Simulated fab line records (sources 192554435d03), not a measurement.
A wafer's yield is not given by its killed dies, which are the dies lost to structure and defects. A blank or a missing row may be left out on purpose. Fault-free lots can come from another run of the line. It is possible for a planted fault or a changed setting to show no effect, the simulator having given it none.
Matching of chambers | flow n5Finfet | 4 sister chambers for N5_BEOL_M10_DESCUM_16 on rieDiel-02
The step chemistry O2, time 7.9 s. 24 wafers are shown with their chamber, then 12 later ones without.

== WAFERS WITH THEIR CHAMBER ==
wafer  | chamber | showerheadPlenumPTorr (Torr) | throttleValvePct (%) | oesProductAu (a.u.)
L075.1 | 3       | 2.13                         | 20.04                | 0.89
L075.2 | 1       | 2.12                         | 20.26                | 0.84
L075.3 | 0       | 1.99                         | 20.37                | 0.71
L075.4 | 2       | 2.20                         | 20.25                | 0.80
L075.5 | 0       | 1.99                         | 20.38                | 0.71
L075.6 | 3       | 2.13                         | 20.04                | 0.89
L074.1 | 3       | 2.13                         | 20.06                | 0.89
L074.2 | 2       | 2.20                         | 20.26                | 0.80
L074.3 | 0       | 1.98                         | 20.38                | 0.70
L074.4 | 1       | 2.12                         | 20.28                | 0.83
L074.5 | 0       | 1.99                         | 20.37                | 0.70
L074.6 | 3       | 2.13                         | 20.04                | 0.88
L078.2 | 3       | 2.13                         | 20.05                | 0.87
L078.3 | 1       | 2.12                         | 20.27                | 0.82
L078.6 | 2       | 2.20                         | 20.27                | 0.79
L079.1 | 1       | 2.11                         | 20.28                | 0.82
L079.2 | 2       | 2.20                         | 20.28                | 0.79
L079.5 | 2       | 2.20                         | 20.28                | 0.78
L082.1 | 2       | 2.20                         | 20.29                | 0.79
L082.2 | 0       | 1.98                         | 20.40                | 0.70
L082.4 | 3       | 2.12                         | 20.05                | 0.86
L083.1 | 1       | 2.11                         | 20.30                | 0.82
L083.3 | 3       | 2.12                         | 20.06                | 0.85
L083.5 | 1       | 2.11                         | 20.31                | 0.82

SIGNATURES, as means of the wafers listed above
reading               | chamber 0 | chamber 1 | chamber 2 | chamber 3 | scatter within a chamber
showerheadPlenumPTorr | 1.9860    | 2.1150    | 2.2000    | 2.1271    | 0.00454
throttleValvePct      | 20.3800   | 20.2833   | 20.2717   | 20.0486   | 0.014
oesProductAu          | 0.7040    | 0.8250    | 0.7917    | 0.8757    | 0.0108
Rule: for a wafer and a chamber, the distance is found by dividing, reading by reading, the gap between the wafer's reading and the chamber's mean by the reading's scatter, squaring, summing and taking the root. The wafer belongs to the nearest chamber; if the next one is less than 2 further off, it can't be placed. The scatter: take each reading less its chamber's mean, square it, sum over the shown wafers, divide by the number of wafers less the number of chambers, and take the root.

== WAFERS MISSING THEIR CHAMBER ==
wafer  | showerheadPlenumPTorr (Torr) | throttleValvePct (%) | oesProductAu (a.u.)
L093.1 | 2.11                         | 20.34                | 0.80
L093.2 | 1.97                         | 20.44                | 0.69
L093.3 | 2.19                         | 20.31                | 0.76
L093.4 | 2.12                         | 20.09                | 0.83
L093.5 | 2.12                         | 20.08                | 0.84
L093.6 | 2.19                         | 20.32                | 0.77
L090.1 | 1.97                         | 20.43                | 0.69
L090.3 | 2.19                         | 20.31                | 0.76
L090.5 | 2.12                         | 20.10                | 0.83
L094.3 | 2.19                         | 20.34                | 0.75
L094.5 | 2.11                         | 20.09                | 0.82
L094.6 | 2.19                         | 20.33                | 0.75

== WHICH CHAMBER EACH WENT THROUGH ==
wafer  | from the rows above | in truth
L093.1 | 1                   | 1
L093.2 | 0                   | 0
L093.3 | 2                   | 2
L093.4 | 3                   | 3
L093.5 | 3                   | 3
L093.6 | 2                   | 2
L090.1 | 0                   | 0
L090.3 | 2                   | 2
L090.5 | 3                   | 3
L094.3 | 2                   | 2
L094.5 | 3                   | 3
L094.6 | 2                   | 2
Correctly placed: 12 of 12. From these rows, 0 cannot be placed. Number placed wrongly: 0.
